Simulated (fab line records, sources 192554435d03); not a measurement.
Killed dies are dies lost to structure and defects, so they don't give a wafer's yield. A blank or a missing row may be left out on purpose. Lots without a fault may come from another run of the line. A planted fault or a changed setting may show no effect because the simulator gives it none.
fab line records | flow n5_finfet
record lots=24 wafers=72 last_day=20
route steps=1938 shown BEOL_M7@1301 BEOL_M8@1389
lots that met no fault: from a run of the same line without faults
start_h: hours from the record's first day to the start of the lot's first wafer shown | wait_h: hours since the lot's step before | " the same as in the row above | L1.1+2: a row that stands for several wafers | - no value, or no start given | * or withheld: withheld | < > ~ a bound
route shown NAME@n: a module of which the file shows steps, and the number in the route of the first | usual: mean/standard deviation of fault-free wafers | same: alike in all rows | chamber/n: place in a boat | sites: the reading at each site | _std_site: their standard deviation | _edge_site: outer sites' mean less inner sites' | radius_mm: how far each site lies from the wafer's centre | mask NAME#n: copy n | behind: the tool/chamber that last shaped the wafer | hold: why the lot was held/for how many hours/how that ended | device: the transistor (n, p or np) that didn't switch | end of line: the same wafers' tests at the end of the route | a step without rows: its recipe alone | killed: dies lost to structure and defects at the first sort, not the wafer's yield | map: a wafer's dies, x killed, . not, _ none there
set.NAME: the setting as run; set.NAME@STEP: as run at that earlier step | model.NAME: the simulator's own value behind a step, which no gauge read
steps of the route over a sample of lots; a table a step, a row a wafer
services: from which hour (start_h, from the record's first day; less than 0 if before it) a tool's chamber was out of use, for how many hours, and why
## steps
# step N5_BEOL_M7_ETCH_65
# recipe chemistry=CF4 target=SiARC target_depth_a=156 mask_material=CAR-EUV time_s=26 ion_energy_ev=80 pressure_mtorr=40 source_w=545 bias_w=36 Ar_flow_sccm=100 cf4_flow_sccm=100 ends=cleared
# usual drypump_motor_current_A=5.8/0.41 etch_rf_on_time_s=25.9/0.44 oes_product_au=0.67/0.078 rf_fwd_power_W=532.7/2.6 rf_vpp_V=183.7/1.1 showerhead_plenum_p_Torr=2.12/0.064 throttle_valve_pct=15.67/0.22
# columns lot.wafer tool chamber start_h wait_h drypump_motor_current_A etch_rf_on_time_s oes_product_au rf_fwd_power_W rf_hours_counter_h rf_vpp_V showerhead_plenum_p_Torr throttle_valve_pct
L074.2 rie_diel-03 3 234.50 0.0 5.5 26.4 0.59 536.3 188 185.7 2.21 15.78
L074.5 " 2 " " 5.7 26.2 0.58 529.7 - 184.2 2.04 15.81
L074.6 " 3 " " 5.5 26.6 0.60 538.5 - 185.9 2.21 15.77
L075.2 rie_diel-02 0 252.63 0.0 4.8 25.4 0.83 535.3 12 184.8 2.19 15.47
L075.3 " 2 " " 6.1 25.6 0.73 529.7 76 182.7 2.08 15.62
L075.4 " 0 " " 4.8 25.4 0.82 537.3 - 185.4 2.19 15.49
L077.1 rie_diel-05 2 260.25 0.0 6.2 26.0 0.77 535.2 24 185.0 2.10 15.57
L077.2 " 3 " " 6.4 25.7 0.65 533.3 163 183.9 2.13 15.90
L077.5 " 0 " " 5.8 26.9 0.58 531.7 - 182.3 2.12 15.54
L076.1 rie_diel-03 3 268.26 0.0 5.5 26.4 0.59 539.7 196 184.7 2.21 15.79
L076.2 " 0 " " 5.9 25.6 0.68 537.0 116 185.4 2.24 15.68
L076.4 " 1 " " 5.8 26.1 0.60 536.0 205 183.2 2.13 15.96
L078.1 rie_diel-02 1 268.29 0.0 5.6 25.9 0.63 532.8 176 180.8 2.04 15.84
L078.3 " 2 " " 6.1 25.4 0.73 526.7 81 183.1 2.08 15.62
L078.5 " 2 " " 6.0 25.2 0.73 527.4 - 183.1 2.08 15.61
L079.3 rie_diel-05 1 272.67 0.0 5.4 25.9 0.74 533.6 56 185.0 2.17 15.30
L079.5 " 3 " " 6.4 25.6 0.65 532.3 - 184.3 2.13 15.90
L079.6 " 2 " " 6.2 25.6 0.78 535.1 - 184.4 2.10 15.57
L081.1 rie_diel-05 3 278.79 0.0 6.3 25.6 0.65 530.9 168 182.9 2.13 15.90
L081.3 " 2 " " 6.2 25.8 0.77 534.2 30 183.9 2.10 15.58
L081.6 " 1 " " 5.4 26.0 0.73 529.3 - 183.8 2.17 15.31
L082.1 rie_diel-05 0 281.77 0.0 5.8 26.8 0.57 531.1 233 184.2 2.12 15.55
L082.3 " 1 " " 5.3 26.2 0.73 532.7 58 186.2 2.17 15.32
L082.4 " 1 " " 5.4 25.9 0.74 533.2 - 184.3 2.17 15.30
L080.3 rie_diel-03 3 284.25 0.0 5.5 26.2 0.59 536.4 203 184.6 2.21 15.81
L080.5 " 3 " " 5.5 26.3 0.59 536.1 - 184.4 2.21 15.81
L080.6 " 0 " " 6.0 25.6 0.67 531.2 - 186.1 2.24 15.70
L083.1 rie_diel-02 1 289.18 0.0 5.6 26.0 0.62 530.8 184 181.8 2.04 15.84
L083.4 " 2 " " 6.1 25.1 0.72 529.7 88 182.1 2.08 15.64
L083.6 " 0 " " 4.8 24.9 0.80 535.2 - 185.2 2.18 15.50
L084.1 rie_diel-05 0 291.52 0.0 5.8 27.0 0.57 529.3 238 184.1 2.11 15.55
L084.2 " 3 " " 6.3 25.8 0.65 531.0 174 182.9 2.13 15.94
L084.4 " 1 " " 5.4 26.0 0.72 532.4 62 184.1 2.17 15.33
L085.2 rie_diel-05 1 312.13 0.0 5.3 26.3 0.72 531.0 70 184.1 2.17 15.31
L085.3 " 3 " " 6.4 25.7 0.64 533.3 181 184.0 2.13 15.95
L085.6 " 0 " " 5.8 26.9 0.57 533.7 - 183.4 2.11 15.58
L086.1 rie_diel-03 3 312.91 0.0 5.5 26.5 0.58 537.6 212 184.9 2.20 15.82
L086.4 " 3 " " 5.5 26.7 0.58 536.6 - 186.0 2.20 15.84
L086.6 " 0 " " 5.9 25.9 0.66 535.9 - 185.0 2.23 15.70
L087.2 rie_diel-03 2 313.74 0.0 5.7 26.3 0.57 530.7 242 182.7 2.03 15.84
L087.3 " 3 " " 5.5 26.4 0.58 538.2 212 185.6 2.20 15.81
L087.5 " 3 " " 5.5 26.3 0.59 539.1 - 185.6 2.20 15.83
L088.2 rie_diel-02 2 316.12 0.0 6.1 25.7 0.70 532.8 98 183.2 2.08 15.64
L088.4 " 0 " " 4.8 25.4 0.79 534.7 30 183.9 2.18 15.51
L088.5 " 0 " " 4.8 25.7 0.78 534.7 - 184.7 2.18 15.51
L089.2 rie_diel-05 1 339.89 0.0 5.3 26.3 0.70 533.6 85 184.0 2.16 15.38
L089.4 " 1 " " 5.3 26.2 0.70 530.4 - 184.2 2.16 15.37
L089.5 " 3 " " 6.3 26.0 0.62 531.1 - 183.0 2.12 15.98
L090.1 rie_diel-05 1 351.50 0.0 5.3 26.0 0.70 528.6 92 184.1 2.16 15.37
L090.4 " 2 " " 6.2 25.4 0.75 534.8 60 183.7 2.09 15.64
L090.5 " 3 " " 6.4 25.6 0.62 530.2 - 185.0 2.12 15.99
L092.1 rie_diel-05 1 352.43 0.0 5.3 26.3 0.69 530.7 93 183.3 2.16 15.39
L092.2 " 2 " " 6.2 25.7 0.73 537.2 60 183.7 2.09 15.64
L092.5 " 3 " " 6.3 25.5 0.62 530.9 - 182.9 2.12 15.98
L093.1 rie_diel-02 3 352.91 0.0 5.9 25.2 0.60 533.1 229 181.7 2.04 15.68
L093.3 " 3 " " 5.9 25.3 0.60 532.4 - 182.6 2.04 15.69
L093.5 " 3 " " 5.9 25.7 0.60 533.8 - 183.5 2.04 15.69
L091.1 rie_diel-05 0 360.28 0.0 5.8 26.4 0.82 533.0 6 183.6 2.11 15.11
L091.4 " 1 " " 5.4 26.3 0.70 529.0 95 184.6 2.16 15.37
L091.6 " 2 " " 6.2 25.8 0.74 534.5 - 183.3 2.09 15.64
L096.1 rie_diel-02 1 381.82 0.0 5.6 26.5 0.61 530.6 211 184.3 2.03 15.90
L096.2 " 2 " " 6.1 25.6 0.69 529.5 122 183.8 2.07 15.69
L096.3 " 0 " " 4.8 25.6 0.76 534.9 55 183.4 2.17 15.55
L095.1 rie_diel-02 2 388.83 0.0 6.0 25.7 0.67 530.9 125 182.4 2.07 15.69
L095.2 " 1 " " 5.6 26.1 0.61 532.2 213 182.2 2.03 15.90
L095.4 " 3 " " 5.9 25.7 0.59 532.2 242 182.5 2.03 15.70
L097.4 rie_diel-02 3 395.39 0.0 5.9 26.2 0.58 534.5 244 181.2 2.03 15.72
L097.5 " 1 " " 5.6 26.6 0.60 532.4 - 182.5 2.03 15.91
L097.6 " 2 " " 6.0 26.1 0.67 530.7 - 182.7 2.07 15.70
L094.1 rie_diel-03 0 395.63 0.0 5.8 25.8 0.65 534.7 152 185.6 2.23 15.74
L094.4 " 3 " " 5.5 26.3 0.57 535.4 233 183.7 2.20 15.86
L094.5 " 3 " " 5.5 26.5 0.57 536.6 - 183.5 2.20 15.87
# step N5_BEOL_M7_ETCH_66
# recipe chemistry=N2/H2 target=SOC target_depth_a=800 overetch_a=160 mask_material=SiARC temp_c=40 time_s=120 ion_energy_ev=200 pressure_mtorr=30 source_w=840 bias_w=150 n2_flow_sccm=200 h2_flow_sccm=200
# usual drypump_motor_current_A=5.8/0.41 oes_product_au=0.60/0.066 rf_fwd_power_W=836.3/3 rf_vpp_V=523.2/2.4 showerhead_plenum_p_Torr=2.52/0.081 throttle_valve_pct=17.90/0.21
# same time_s=120
# columns lot.wafer tool chamber start_h wait_h drypump_motor_current_A oes_product_au rf_fwd_power_W rf_hours_counter_h rf_vpp_V showerhead_plenum_p_Torr throttle_valve_pct
L074.2 rie_diel-03 3 234.53 0.0 5.5 0.54 839.9 188 527.1 2.64 17.97
L074.5 " 2 " " 5.7 0.53 834.7 - 518.6 2.42 17.94
L074.6 " 3 " " 5.5 0.54 838.5 - 525.3 2.64 17.96
L075.2 rie_diel-02 0 252.66 0.0 4.8 0.73 841.4 12 525.1 2.60 17.72
L075.3 " 2 " " 6.1 0.64 835.6 76 521.8 2.47 17.82
L075.4 " 0 " " 4.8 0.73 840.8 - 526.1 2.60 17.72
L077.1 rie_diel-05 2 260.28 0.0 6.2 0.69 835.0 24 522.6 2.49 17.72
L077.2 " 3 " " 6.4 0.58 837.5 163 524.6 2.53 18.10
L077.5 " 0 " " 5.8 0.53 837.4 - 522.9 2.50 17.73
L076.1 rie_diel-03 3 268.29 0.0 5.5 0.54 839.4 196 525.8 2.63 17.98
L076.2 " 0 " " 5.9 0.60 839.5 116 527.8 2.67 18.00
L076.4 " 1 " " 5.8 0.54 828.6 205 523.1 2.52 18.29
L078.1 rie_diel-02 1 268.32 0.0 5.6 0.56 835.7 176 520.5 2.43 18.12
L078.3 " 2 " " 6.1 0.64 831.0 81 521.9 2.47 17.85
L078.5 " 2 " " 6.1 0.64 834.0 - 521.9 2.47 17.84
L079.3 rie_diel-05 1 272.70 0.0 5.4 0.66 837.8 56 524.3 2.59 17.61
L079.5 " 3 " " 6.4 0.57 831.3 - 525.4 2.53 18.11
L079.6 " 2 " " 6.2 0.68 841.0 - 522.7 2.49 17.71
L081.1 rie_diel-05 3 278.82 0.0 6.4 0.57 830.1 168 522.9 2.53 18.10
L081.3 " 2 " " 6.2 0.69 834.2 30 522.1 2.49 17.72
L081.6 " 1 " " 5.4 0.66 834.4 - 524.6 2.59 17.63
L082.1 rie_diel-05 0 281.80 0.0 5.8 0.53 837.1 233 522.5 2.50 17.74
L082.3 " 1 " " 5.3 0.66 831.0 58 523.8 2.58 17.62
L082.4 " 1 " " 5.3 0.66 835.4 - 524.4 2.58 17.62
L080.3 rie_diel-03 3 284.27 0.0 5.5 0.53 834.0 203 525.7 2.63 17.99
L080.5 " 3 " " 5.5 0.53 836.1 - 524.5 2.63 17.99
L080.6 " 0 " " 6.0 0.60 836.9 - 526.2 2.67 18.00
L083.1 rie_diel-02 1 289.21 0.0 5.6 0.56 837.2 184 521.2 2.43 18.12
L083.4 " 2 " " 6.1 0.63 834.9 88 522.7 2.46 17.85
L083.6 " 0 " " 4.8 0.71 835.2 - 525.5 2.59 17.75
L084.1 rie_diel-05 0 291.55 0.0 5.8 0.53 839.3 238 523.8 2.50 17.76
L084.2 " 3 " " 6.4 0.57 839.3 174 523.8 2.52 18.12
L084.4 " 1 " " 5.3 0.66 834.6 62 524.8 2.58 17.64
L085.2 rie_diel-05 1 312.16 0.0 5.3 0.65 828.5 70 524.4 2.58 17.65
L085.3 " 3 " " 6.4 0.57 834.2 181 523.1 2.52 18.12
L085.6 " 0 " " 5.8 0.52 836.5 - 522.7 2.50 17.76
L086.1 rie_diel-03 3 312.94 0.0 5.5 0.52 833.6 212 526.2 2.63 18.02
L086.4 " 3 " " 5.5 0.53 833.5 - 525.8 2.62 18.03
L086.6 " 0 " " 5.9 0.59 834.6 - 527.5 2.66 18.01
L087.2 rie_diel-03 2 313.77 0.0 5.7 0.52 833.5 242 519.6 2.41 17.98
L087.3 " 3 " " 5.5 0.52 836.6 213 526.6 2.63 18.02
L087.5 " 3 " " 5.4 0.53 838.9 - 527.5 2.63 18.00
L088.2 rie_diel-02 2 316.15 0.0 6.1 0.62 836.2 98 521.5 2.46 17.86
L088.4 " 0 " " 4.8 0.69 836.9 30 524.8 2.59 17.75
L088.5 " 0 " " 4.8 0.69 839.7 - 525.0 2.59 17.75
L089.2 rie_diel-05 1 339.92 0.0 5.4 0.63 836.0 85 524.6 2.57 17.67
L089.4 " 1 " " 5.4 0.64 835.5 - 524.3 2.57 17.67
L089.5 " 3 " " 6.4 0.56 833.1 - 524.5 2.51 18.15
L090.1 rie_diel-05 1 351.53 0.0 5.3 0.63 836.0 92 524.7 2.57 17.68
L090.4 " 2 " " 6.2 0.65 840.4 60 522.5 2.48 17.77
L090.5 " 3 " " 6.4 0.55 838.1 - 523.8 2.51 18.16
L092.1 rie_diel-05 1 352.46 0.0 5.3 0.63 835.8 93 524.6 2.57 17.67
L092.2 " 2 " " 6.2 0.65 838.0 60 522.7 2.47 17.77
L092.5 " 3 " " 6.3 0.55 837.9 - 523.5 2.51 18.17
L093.1 rie_diel-02 3 352.96 0.0 5.9 0.53 833.6 230 520.2 2.41 17.96
L093.3 " 3 " " 5.9 0.53 832.6 - 520.1 2.41 17.96
L093.5 " 3 " " 5.9 0.53 832.5 - 519.0 2.41 17.96
L091.1 rie_diel-05 0 360.31 0.0 5.9 0.73 832.0 6 523.7 2.49 17.39
L091.4 " 1 " " 5.3 0.63 835.2 95 523.6 2.57 17.69
L091.6 " 2 " " 6.2 0.65 839.4 - 521.6 2.47 17.78
L096.1 rie_diel-02 1 381.85 0.0 5.6 0.54 836.2 211 520.4 2.41 18.18
L096.2 " 2 " " 6.1 0.61 838.6 122 521.9 2.45 17.91
L096.3 " 0 " " 4.8 0.66 838.3 55 523.9 2.58 17.80
L095.1 rie_diel-02 2 388.86 0.0 6.0 0.60 831.5 125 520.2 2.45 17.91
L095.2 " 1 " " 5.6 0.55 837.4 213 519.3 2.41 18.17
L095.4 " 3 " " 5.9 0.53 835.4 242 519.9 2.41 17.98
L097.4 rie_diel-02 3 395.42 0.0 5.9 0.52 841.6 244 519.9 2.41 17.97
L097.5 " 1 " " 5.6 0.54 838.0 - 520.7 2.41 18.18
L097.6 " 2 " " 6.1 0.60 834.5 - 521.9 2.45 17.92
L094.1 rie_diel-03 0 395.65 0.0 6.0 0.58 836.4 153 525.3 2.65 18.06
L094.4 " 3 " " 5.5 0.52 838.6 233 524.8 2.62 18.05
L094.5 " 3 " " 5.5 0.52 839.2 - 527.0 2.62 18.03
# step N5_BEOL_M7_CD_MEAS_35
# recipe target_cd_nm=40 polarity=opening
# usual cd_nm=40.1/0.55
# columns lot.wafer tool chamber start_h wait_h cd_nm
L074.2 cd_sem-03 - 235.03 0.0 40.0
L074.5 " - " " 38.9
L074.6 " - " " 39.3
L075.2 cd_sem-03 - 253.18 0.0 40.6
L075.3 " - " " 40.0
L075.4 " - " " 41.1
L077.1 cd_sem-03 - 260.78 0.0 40.3
L077.2 " - " " 40.4
L077.5 " - " " 41.5
L076.1 cd_sem-01 - 268.79 0.0 39.7
L076.2 " - " " 40.4
L076.4 " - " " 39.5
L078.1 cd_sem-03 - 268.82 0.0 39.7
L078.3 " - " " 39.5
L078.5 " - " " 39.7
L079.3 cd_sem-01 - 273.21 0.0 39.4
L079.5 " - " " 40.0
L079.6 " - " " 40.8
L081.1 cd_sem-02 - 279.32 0.0 39.9
L081.3 " - " " 40.8
L081.6 " - " " 40.3
L082.1 cd_sem-01 - 282.30 0.0 39.8
L082.3 " - " " 40.0
L082.4 " - " " 40.4
L080.3 cd_sem-03 - 284.78 0.0 40.3
L080.5 " - " " 40.7
L080.6 " - " " 39.7
L083.1 cd_sem-03 - 289.71 0.0 40.6
L083.4 " - " " 39.9
L083.6 " - " " 40.0
L084.1 cd_sem-02 - 292.07 0.0 39.7
L084.2 " - " " 40.6
L084.4 " - " " 39.7
L085.2 cd_sem-02 - 312.67 0.0 40.6
L085.3 " - " " 39.7
L085.6 " - " " 40.7
L086.1 cd_sem-03 - 313.45 0.0 40.7
L086.4 " - " " 39.9
L086.6 " - " " 40.6
L087.2 cd_sem-01 - 314.27 0.0 39.8
L087.3 " - " " 39.9
L087.5 " - " " 40.1
L088.2 cd_sem-01 - 316.65 0.0 41.0
L088.4 " - " " 40.2
L088.5 " - " " 40.3
L089.2 cd_sem-03 - 340.42 0.0 39.3
L089.4 " - " " 39.4
L089.5 " - " " 40.1
L090.1 cd_sem-01 - 352.03 0.0 38.4
L090.4 " - " " 38.7
L090.5 " - " " 39.7
L092.1 cd_sem-01 - 352.96 0.0 40.0
L092.2 " - " " 40.0
L092.5 " - " " 39.5
L093.1 cd_sem-01 - 353.62 0.0 40.4
L093.3 " - " " 40.5
L093.5 " - " " 40.1
L091.1 cd_sem-03 - 360.91 0.0 40.1
L091.4 " - " " 39.9
L091.6 " - " " 40.1
L096.1 cd_sem-02 - 382.36 0.0 40.8
L096.2 " - " " 40.9
L096.3 " - " " 40.6
L095.1 cd_sem-03 - 389.37 0.0 40.0
L095.2 " - " " 40.8
L095.4 " - " " 40.7
L097.4 cd_sem-02 - 395.93 0.0 40.4
L097.5 " - " " 40.0
L097.6 " - " " 39.5
L094.1 cd_sem-03 - 396.17 0.0 40.4
L094.4 " - " " 40.7
L094.5 " - " " 40.3
# step N5_BEOL_M7_DEGAS_44
# recipe ambient=vacuum temp_c=250 time_s=60
# usual heater_power_w=340/36
# same time_s=60
# columns lot.wafer tool chamber start_h wait_h heater_power_w
L074.2 pvd_sputter-01 - 235.45 0.3 367
L074.5 " - " " 349
L074.6 " - " " 360
L075.2 pvd_sputter-03 - 253.75 0.4 304
L075.3 " - " " 339
L075.4 " - " " 286
L077.1 pvd_sputter-01 - 261.27 0.4 412
L077.2 " - " " 349
L077.5 " - " " 347
L076.1 pvd_sputter-01 - 269.26 0.4 337
L076.2 " - " " 347
L076.4 " - " " 414
L078.1 pvd_sputter-01 - 269.34 0.4 359
L078.3 " - " " 409
L078.5 " - " " 345
L079.3 pvd_sputter-03 - 273.83 0.4 284
L079.5 " - " " 290
L079.6 " - " " 328
L081.1 pvd_sputter-03 - 279.79 0.4 285
L081.3 " - " " 330
L081.6 " - " " 310
L082.1 pvd_sputter-03 - 283.19 0.6 304
L082.3 " - " " 286
L082.4 " - " " 289
L080.3 pvd_sputter-01 - 286.47 1.5 343
L080.5 " - " " 413
L080.6 " - " " 348
L083.1 pvd_sputter-03 - 290.37 0.6 284
L083.4 " - " " 336
L083.6 " - " " 285
L084.1 pvd_sputter-03 - 292.44 0.3 332
L084.2 " - " " 309
L084.4 " - " " 293
L085.2 pvd_sputter-02 - 313.57 0.7 379
L085.3 " - " " 350
L085.6 " - " " 321
L086.1 pvd_sputter-02 - 314.25 0.7 376
L086.4 " - " " 385
L086.6 " - " " 370
L087.2 pvd_sputter-01 - 315.75 1.3 398
L087.3 " - " " 342
L087.5 " - " " 350
L088.2 pvd_sputter-01 - 317.15 0.4 343
L088.4 " - " " 352
L088.5 " - " " 356
L089.2 pvd_sputter-01 - 342.24 1.7 341
L089.4 " - " " 397
L089.5 " - " " 341
L090.1 pvd_sputter-03 - 353.59 1.5 287
L090.4 " - " " 282
L090.5 " - " " 296
L092.1 pvd_sputter-02 - 353.71 0.7 366
L092.2 " - " " 360
L092.5 " - " " 354
L093.1 pvd_sputter-02 - 354.06 0.3 322
L093.3 " - " " 373
L093.5 " - " " 324
L091.1 pvd_sputter-02 - 361.29 0.3 376
L091.4 " - " " 320
L091.6 " - " " 386
L096.1 pvd_sputter-02 - 382.87 0.4 375
L096.2 " - " " 385
L096.3 " - " " 347
L095.1 pvd_sputter-03 - 389.79 0.3 309
L095.2 " - " " 283
L095.4 " - " " 337
L097.4 pvd_sputter-03 - 396.48 0.3 338
L097.5 " - " " 311
L097.6 " - " " 290
L094.1 pvd_sputter-02 - 396.80 0.5 376
L094.4 " - " " 366
L094.5 " - " " 358
# step N5_BEOL_M7_PRE_CLEAN_45
# recipe gas=H2/He time_s=30 temp_c=250
# usual heater_power_w=340/36
# same time_s=30
# columns lot.wafer tool chamber start_h wait_h heater_power_w
L074.2 pvd_sputter-01 - 235.49 0.0 360
L074.5 " - " " 334
L074.6 " - " " 347
L075.2 pvd_sputter-03 - 253.79 0.0 306
L075.3 " - " " 332
L075.4 " - " " 289
L077.1 pvd_sputter-01 - 261.31 0.0 414
L077.2 " - " " 351
L077.5 " - " " 354
L076.1 pvd_sputter-01 - 269.30 0.0 339
L076.2 " - " " 357
L076.4 " - " " 406
L078.1 pvd_sputter-01 - 269.38 0.0 345
L078.3 " - " " 418
L078.5 " - " " 353
L079.3 pvd_sputter-03 - 273.87 0.0 291
L079.5 " - " " 289
L079.6 " - " " 332
L081.1 pvd_sputter-03 - 279.83 0.0 294
L081.3 " - " " 336
L081.6 " - " " 311
L082.1 pvd_sputter-03 - 283.23 0.0 305
L082.3 " - " " 288
L082.4 " - " " 286
L080.3 pvd_sputter-01 - 286.51 0.0 342
L080.5 " - " " 405
L080.6 " - " " 352
L083.1 pvd_sputter-03 - 290.41 0.0 282
L083.4 " - " " 340
L083.6 " - " " 290
L084.1 pvd_sputter-03 - 292.48 0.0 342
L084.2 " - " " 309
L084.4 " - " " 291
L085.2 pvd_sputter-02 - 313.61 0.0 372
L085.3 " - " " 358
L085.6 " - " " 326
L086.1 pvd_sputter-02 - 314.29 0.0 377
L086.4 " - " " 377
L086.6 " - " " 371
L087.2 pvd_sputter-01 - 315.79 0.0 411
L087.3 " - " " 348
L087.5 " - " " 346
L088.2 pvd_sputter-01 - 317.19 0.0 335
L088.4 " - " " 361
L088.5 " - " " 345
L089.2 pvd_sputter-01 - 342.28 0.0 344
L089.4 " - " " 412
L089.5 " - " " 341
L090.1 pvd_sputter-03 - 353.63 0.0 289
L090.4 " - " " 288
L090.5 " - " " 278
L092.1 pvd_sputter-02 - 353.75 0.0 384
L092.2 " - " " 360
L092.5 " - " " 359
L093.1 pvd_sputter-02 - 354.10 0.0 321
L093.3 " - " " 373
L093.5 " - " " 319
L091.1 pvd_sputter-02 - 361.33 0.0 382
L091.4 " - " " 318
L091.6 " - " " 373
L096.1 pvd_sputter-02 - 382.91 0.0 366
L096.2 " - " " 372
L096.3 " - " " 361
L095.1 pvd_sputter-03 - 389.83 0.0 312
L095.2 " - " " 283
L095.4 " - " " 331
L097.4 pvd_sputter-03 - 396.52 0.0 328
L097.5 " - " " 312
L097.6 " - " " 291
L094.1 pvd_sputter-02 - 396.84 0.0 375
L094.4 " - " " 359
L094.5 " - " " 355
# step N5_BEOL_M8_ALD_77
# recipe material=TaN target_thk_a=20 temp_c=275 ald_precursor_family=PDMAT ald_co_reactant=NH3 pressure_torr=3 carrier_flow_sccm=1500 pulse_time_s=2 purge_time_s=3 co_reactant_purge_time_s=2 co_reactant_pulse_time_s=3 ald_cycles=40 precursor_vessel_temp_c=75 precursor_vessel_pressure_torr=26.25 precursor_vessel_carrier_sccm=1000
# usual heater_power_w=412/46
# same ald_cycles=40 co_reactant_purge_time_s=2 purge_time_s=3
# columns lot.wafer tool chamber start_h wait_h heater_power_w since_wet_clean_h
L074.2 ald_metal-01 1 242.40 0.1 434 6059
L074.5 " 3 " " 360 -
L074.6 " 2 " " 452 -
L075.2 ald_metal-03 1 264.94 0.0 346 1466
L075.3 " 0 " " 433 1466
L075.4 " 3 " " 405 1466
L077.1 ald_metal-01 0 269.74 0.3 365 6087
L077.2 " 1 " " 440 6087
L077.5 " 1 " " 429 -
L078.1 ald_metal-03 2 275.55 0.0 400 1477
L078.3 " 3 " " 409 1477
L078.5 " 1 " " 350 -
L076.1 ald_metal-02 1 276.75 0.0 489 3017
L076.2 " 2 " " 517 3017
L076.4 " 3 " " 425 3017
L079.3 ald_metal-03 1 280.45 0.0 344 1482
L079.5 " 1 " " 348 -
L079.6 " 3 " " 404 -
L081.1 ald_metal-01 1 286.73 0.0 429 6104
L081.3 " 2 " " 462 6104
L081.6 " 2 " " 462 -
L082.1 ald_metal-01 2 290.63 0.0 468 6107
L082.3 " 0 " " 346 6107
L082.4 " 1 " " 423 6107
L080.3 ald_metal-03 2 293.01 0.0 389 1494
L080.5 " 1 " " 356 -
L080.6 " 2 " " 398 -
L083.1 ald_metal-02 3 303.08 0.0 432 3043
L083.4 " 1 " " 501 3043
L083.6 " 1 " " 495 -
L084.1 ald_metal-03 0 303.50 0.0 423 1505
L084.2 " 2 " " 395 1505
L084.4 " 3 " " 404 1505
L085.2 ald_metal-02 3 320.58 0.1 426 3060
L085.3 " 1 " " 485 3060
L085.6 " 3 " " 434 -
L086.1 ald_metal-03 3 323.25 0.1 407 1525
L086.4 " 2 " " 386 1525
L086.6 " 3 " " 415 -
L088.2 ald_metal-03 2 324.24 0.0 384 1526
L088.4 " 0 " " 431 1526
L088.5 " 3 " " 415 -
L087.2 ald_metal-02 0 324.34 0.1 427 3064
L087.3 " 1 " " 495 3064
L087.5 " 1 " " 497 -
L089.2 ald_metal-03 3 350.65 0.0 389 1552
L089.4 " 1 " " 349 1552
L089.5 " 2 " " 401 -
L090.1 ald_metal-03 2 361.31 0.0 394 1563
L090.4 " 1 " " 355 1563
L090.5 " 3 " " 411 -
L092.1 ald_metal-02 3 361.55 0.0 425 3101
L092.2 " 1 " " 501 3101
L092.5 " 0 " " 431 -
L093.1 ald_metal-03 0 361.68 0.0 429 1563
L093.3 " 1 " " 362 1563
L093.5 " 1 " " 354 -
L091.1 ald_metal-02 3 369.26 0.1 429 3109
L091.4 " 2 " " 516 3109
L091.6 " 1 " " 487 -
L096.1 ald_metal-03 2 389.91 0.1 391 1591
L096.2 " 3 " " 412 1591
L096.3 " 1 " " 355 1591
L095.1 ald_metal-01 2 396.88 0.1 449 46
L095.2 " 0 " " 379 46
L095.4 " 3 " " 343 46
L097.4 ald_metal-01 1 406.27 0.0 408 55
L097.5 " 3 " " 341 -
L097.6 " 0 " " 388 -
L094.1 ald_metal-03 1 406.60 0.1 354 1608
L094.4 " 3 " " 407 -
L094.5 " 1 " " 360 -
## services
# columns tool chamber start_h hours kind
pvd_sputter-03 - 211.08 3.7 repair
rie_diel-05 1 213.83 14.7 repair
rie_diel-05 - 217.62 0.7 repair
ald_metal-03 1 220.55 14.1 repair
ald_metal-03 - 224.35 0.4 repair
rie_diel-05 3 227.96 6.0 repair
ald_metal-03 3 228.52 4.3 repair
rie_diel-05 1 229.85 2.6 repair
rie_diel-02 - 241.35 2.8 pm
rie_diel-05 0 249.90 1.2 repair
rie_diel-02 3 250.98 4.4 repair
rie_diel-03 3 251.86 6.5 repair
ald_metal-03 0 272.87 29.1 repair
rie_diel-05 2 281.14 7.1 repair
rie_diel-02 0 294.77 12.3 repair
rie_diel-03 1 312.30 15.5 repair
rie_diel-05 3 315.21 3.1 repair
rie_diel-02 2 322.19 4.5 repair
rie_diel-03 - 327.21 28.1 pm
rie_diel-05 - 329.22 0.3 repair
rie_diel-02 - 332.96 1.8 repair
rie_diel-02 0 350.85 2.9 repair
rie_diel-02 - 368.45 4.3 pm
rie_diel-05 3 381.29 7.0 repair
## key
fault none
